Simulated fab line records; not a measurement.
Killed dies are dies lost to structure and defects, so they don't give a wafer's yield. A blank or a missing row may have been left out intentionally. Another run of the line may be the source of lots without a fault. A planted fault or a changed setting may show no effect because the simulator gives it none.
Comparing a struck lot with a sound one -- flow nandHarc -- 17 out of 1302 route steps
Sound: these wafers, L777.3, L777.4, L777.5. The struck wafers were L784.1, L784.5, L784.6. The cause is named last.
For every step that has rows: the tool of each side, followed by ch and its chambers, followed by its first start. Under that, the readings that differ: sound wafers -- struck wafers -- difference of the means -- sigmas: that difference in standard deviations of wafers without a fault.
alike: readings with means less than 2 such deviations apart, plus words and numbers identical on both sides. not compared: withheld readings, readings lacking a value on some wafer, bounds such as >300 that could conceal the same value, and numbers that have no deviation in the record and whose values overlap.
The two part at a step that has a row with sigmas, a row that says differs or no value, or rows on one side only. Non-overlapping numbers with no deviation appear without sigmas and do not part them. A reading missing from all wafers of one side parts the sides only when that side holds two or more wafers.

NHARC_P_M1_INSPECT_11:
  sound on defectInspect-01 at day 7 02:35; struck on defectInspect-01 at day 10 04:02
  alike: rawDefectCount
NHARC_P_M1_DESCUM_14: chemistry O2, time 3 s.
  sound on rieDiel-13 ch 2,3, day 7 02:40; struck on rieDiel-13 ch 1,3, day 10 04:05
  alike: drypumpMotorCurrentA, oesProductAu, rfVppV, showerheadPlenumPTorr, throttleValvePct
  not compared: rfHoursCounterH
NHARC_P_M1_ETCH_35: etches the open film in N2/H2, target depth 40 nm, overetch 12 nm, time 43.94 s.
  sound on rieDiel-13 ch 0,2,3, day 7 02:44; struck on rieDiel-13 ch 1,2,3, day 10 04:11
reading,sound,struck,difference,sigmas
throttleValvePct (%),14.178 14.167 14.163,14.184 14.193 14.198,+0.022,+2
  alike: biasW, drypumpMotorCurrentA, oesProductAu, rfVppV, showerheadPlenumPTorr
  not compared: rfHoursCounterH
then, 1 step without rows for these wafers: NHARC_P_M1_ETCH_15 (etches the open film in C4F8/Ar, target depth 182.5 nm, time 91.2 s).
NHARC_P_M1_CD_MEAS_16:
  sound on cdSem-01 at day 7 02:58; struck on cdSem-02 at day 10 04:26
reading,sound,struck,difference,sigmas
cdNm (nm),129.3 129.8 129.7,131.6 131.9 131.0,+1.9,+3
NHARC_P_M1_STRIP_18: strips in N2/H2.
  sound on rieDiel-05 ch 0,3, day 7 03:03; struck on rieDiel-07 ch 0,3, day 10 04:31
  alike: drypumpMotorCurrentA, oesProductAu, powerW, rfVppV, showerheadPlenumPTorr, throttleValvePct
  not compared: rfHoursCounterH
then, 3 steps without rows for these wafers: NHARC_P_M1_ETCH_28 (etches the open film in CF4/N2, target depth 30 nm, time 72.99 s); NHARC_P_M1_STRIP_19 (strips in post etch residue remover, time 600 s); NHARC_P_M1_DEGAS_29 (time 60 s).
NHARC_P_M1_PRE_CLEAN_30: time 30 s.
  sound on pvdSputter-02; struck on pvdSputter-01
  alike: heaterPowerW
then, 2 steps without rows for these wafers: NHARC_P_M1_PVD_20 (deposits TaN, target thk 5 nm, time 8.06 s); NHARC_P_M1_PVD_21 (deposits Cu, target thk 30 nm, time 20.49 s).
NHARC_P_M1_ECD_22: material Cu, target thk 400 nm.
  sound on ecdCu-01 ch 0,1, day 7 04:09; struck on ecdCu-02 ch 0,1, day 10 06:02
NHARC_P_M1_ANNEAL_31: time 90 s.
  sound on rtpAnneal-02 ch 0, day 7 04:32; struck on rtpAnneal-01 ch 0, day 10 06:31
  alike: wafer_temp_C_max
NHARC_P_M1_CMP_23: polishes, t overpolish 20 s, target thk 157.82 nm.
  sound on cmp-04 ch 0,2, day 7 04:46; struck on cmp-02 ch 1,2,3, day 10 06:56
reading,sound,struck,difference,sigmas
timeToEndpointS (s),28.1 26.2 27.0,52.1 53.8 57.2,+27.3,+12
  alike: motorCurrentA
NHARC_P_M1_THK_MEAS_24: measures by xrf.
  sound on filmMetro-01 at day 7 05:05; struck on filmMetro-02 at day 10 07:11
  alike: thkNm
following that, these wafers have no rows for 1 step: NHARC_END_SORT_01.

## WHERE THEY PART
First at NHARC_P_M1_ETCH_35; last, within this record, at NHARC_P_M1_CMP_23. Later steps at which nothing parts them and some readings are alike: NHARC_P_M1_THK_MEAS_24.

WHY: what the simulator had put in
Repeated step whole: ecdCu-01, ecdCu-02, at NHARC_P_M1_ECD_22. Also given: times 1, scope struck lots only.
